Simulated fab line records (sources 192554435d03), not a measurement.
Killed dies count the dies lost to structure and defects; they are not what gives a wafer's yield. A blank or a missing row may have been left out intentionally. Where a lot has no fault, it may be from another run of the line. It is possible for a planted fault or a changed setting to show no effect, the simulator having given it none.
Matching of chambers / flow n5-finfet / N5_FIN_CUT_DESCUM_13 on rie-diel-03 has 4 sister chambers
The step chemistry O2, time 7 s. 4 wafers are shown with their chamber, then 10 later ones without.

WAFERS WITH THEIR CHAMBER
wafer=L084.6; chamber=0; showerhead-plenum-p-Torr (Torr)=2.08
wafer=L085.4; chamber=1; showerhead-plenum-p-Torr (Torr)=2.09
wafer=L090.1; chamber=2; showerhead-plenum-p-Torr (Torr)=1.99
wafer=L090.2; chamber=3; showerhead-plenum-p-Torr (Torr)=2.00

WAFERS WITHOUT THEIR CHAMBER
wafer=L090.4; showerhead-plenum-p-Torr (Torr)=1.99
wafer=L093.1; showerhead-plenum-p-Torr (Torr)=2.08
wafer=L093.2; showerhead-plenum-p-Torr (Torr)=2.00
wafer=L093.5; showerhead-plenum-p-Torr (Torr)=2.08
wafer=L096.3; showerhead-plenum-p-Torr (Torr)=2.07
wafer=L096.5; showerhead-plenum-p-Torr (Torr)=1.99
wafer=L096.6; showerhead-plenum-p-Torr (Torr)=2.07
wafer=L097.2; showerhead-plenum-p-Torr (Torr)=1.99
wafer=L097.3; showerhead-plenum-p-Torr (Torr)=2.08
wafer=L097.5; showerhead-plenum-p-Torr (Torr)=2.07

EACH ONE'S CHAMBER
wafer=L090.4; from the rows above=can't be placed: 2 or 3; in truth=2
wafer=L093.1; from the rows above=can't be placed: 0 or 1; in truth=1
wafer=L093.2; from the rows above=can't be placed: 3 or 2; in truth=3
wafer=L093.5; from the rows above=can't be placed: 0 or 1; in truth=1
wafer=L096.3; from the rows above=can't be placed: 0 or 1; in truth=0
wafer=L096.5; from the rows above=can't be placed: 2 or 3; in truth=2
wafer=L096.6; from the rows above=can't be placed: 0 or 1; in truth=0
wafer=L097.2; from the rows above=can't be placed: 2 or 3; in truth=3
wafer=L097.3; from the rows above=can't be placed: 0 or 1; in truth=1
wafer=L097.5; from the rows above=can't be placed: 0 or 1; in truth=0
0 of 10 placed correctly. Unplaceable from these rows: 10, with the true chamber sitting among the candidates in 10. 0 placed wrongly.
How it was worked out, from the rows above alone: a wafer's distance from a chamber is the root of the sum, over the readings, of the square of ((its reading less the chamber's mean) divided by the reading's scatter). The wafer belongs to the nearest chamber; if the next one is less than 2 further off, it can't be placed. For every chamber, the mean is computed from those of its wafers that are shown. The scatter: with one shown wafer a chamber, the root of the mean of the squares of how far each hidden wafer lies from its nearest shown one.
